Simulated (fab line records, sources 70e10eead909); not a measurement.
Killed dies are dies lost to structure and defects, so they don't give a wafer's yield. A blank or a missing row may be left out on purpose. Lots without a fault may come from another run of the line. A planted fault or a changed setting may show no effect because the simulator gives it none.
Which tool did it? | flow nand_harc | 6 lots, 18 wafers sampled, at 4 steps of a route of 1302

WHAT THE GAUGES READ, wafer by wafer
NHARC_P_GATE_CD_MEAS_46: target cd 720 nm.
lot  | measured     | on        | cd_nm (nm)
L697 | day 5 19:04  | cd_sem-03 | 720.2 717.7 718.7
L700 | day 7 04:34  | cd_sem-02 | 720.2 716.9 717.9
L702 | day 8 01:07  | cd_sem-03 | 717.9 718.1 720.7
L705 | day 9 06:51  | cd_sem-03 | 718.3 720.9 725.3
L708 | day 10 15:47 | cd_sem-01 | 718.4 716.5 720.2
L712 | day 12 10:49 | cd_sem-03 | 693.8 695.8 695.2

WHICH TOOL RAN EACH LOT (tool, then ch and the chambers of the sampled wafers, then the start)
lot  | NHARC_P_GATE_DEP_103           | NHARC_P_GATE_ETCHBACK_37                      | NHARC_P_GATE_EXPOSE_43
L697 | pecvd-02 ch 1,2, day 5 06:29   | rie_diel-07 ch 1,2,3, day 5 18:55 or earlier  | krf_scanner-01 ch 0, day 5 18:55
L700 | pecvd-02 ch 0,1,2, day 6 16:10 | rie_diel-07 ch 0,2,3, day 7 04:25 or earlier  | krf_scanner-01 ch 0, day 7 04:25
L702 | pecvd-02 ch 0,1, day 7 12:24   | rie_diel-07 ch 2,3, day 8 00:57 or earlier    | krf_scanner-01 ch 0, day 8 00:57
L705 | pecvd-02 ch 0,1,2, day 8 18:10 | rie_diel-11 ch 0,1,3, day 9 06:41 or earlier  | krf_scanner-02 ch 0, day 9 06:41
L708 | pecvd-03 ch 0,1, day 10 01:01  | rie_diel-07 ch 1,2, day 10 15:38 or earlier   | krf_scanner-02 ch 0, day 10 15:38
L712 | pecvd-01 ch 0,2, day 11 22:14  | rie_diel-03 ch 1,2,3, day 12 10:40 or earlier | krf_scanner-02 ch 0, day 12 10:40
- NHARC_P_GATE_DEP_103: deposits SiON, target thk 30 nm.
- NHARC_P_GATE_ETCHBACK_37: etches the open film in CHF3/O2, target depth 34.5 nm, time 17.2 s.
- NHARC_P_GATE_EXPOSE_43: exposes mask P NSD, target cd 720 nm.

THE ANSWER, worked out from the rows above alone
Rule: what is usual is taken from the lots themselves. Put in order of their means at a reading, lots are off if they are a third of the lots or fewer, leave a main group of 4 or more, and stand apart from it by a gap of 3 or more times the standard deviation of the main group's means; of several such gaps the widest counts. A main group whose means are all the same, to the digits that the tables above print for the reading, isn't used. A lot without any number at a reading at which 4 lots or more have one is off too. The other lots that the step has rows for count as sound.
Off: L712, at NHARC_P_GATE_CD_MEAS_46 (cd_nm). The main group: mean 719.2 nm, standard deviation 1.2.
A tool fits if, at a process step before that reading, it ran every lot that is off, and no sound lot after the first of them. The gauges at NHARC_P_GATE_CD_MEAS_46 are tried like those tools. NHARC_P_GATE_ETCHBACK_37 gives no start for some lots, so the hours and the order of its lots are those of NHARC_P_GATE_EXPOSE_43. Can't be told from this: 4 tools fit, pecvd-01 at NHARC_P_GATE_DEP_103, rie_diel-03 at NHARC_P_GATE_ETCHBACK_37, krf_scanner-02 at NHARC_P_GATE_EXPOSE_43, cd_sem-03 at NHARC_P_GATE_CD_MEAS_46.

WHAT THE SIMULATOR HAD PUT IN
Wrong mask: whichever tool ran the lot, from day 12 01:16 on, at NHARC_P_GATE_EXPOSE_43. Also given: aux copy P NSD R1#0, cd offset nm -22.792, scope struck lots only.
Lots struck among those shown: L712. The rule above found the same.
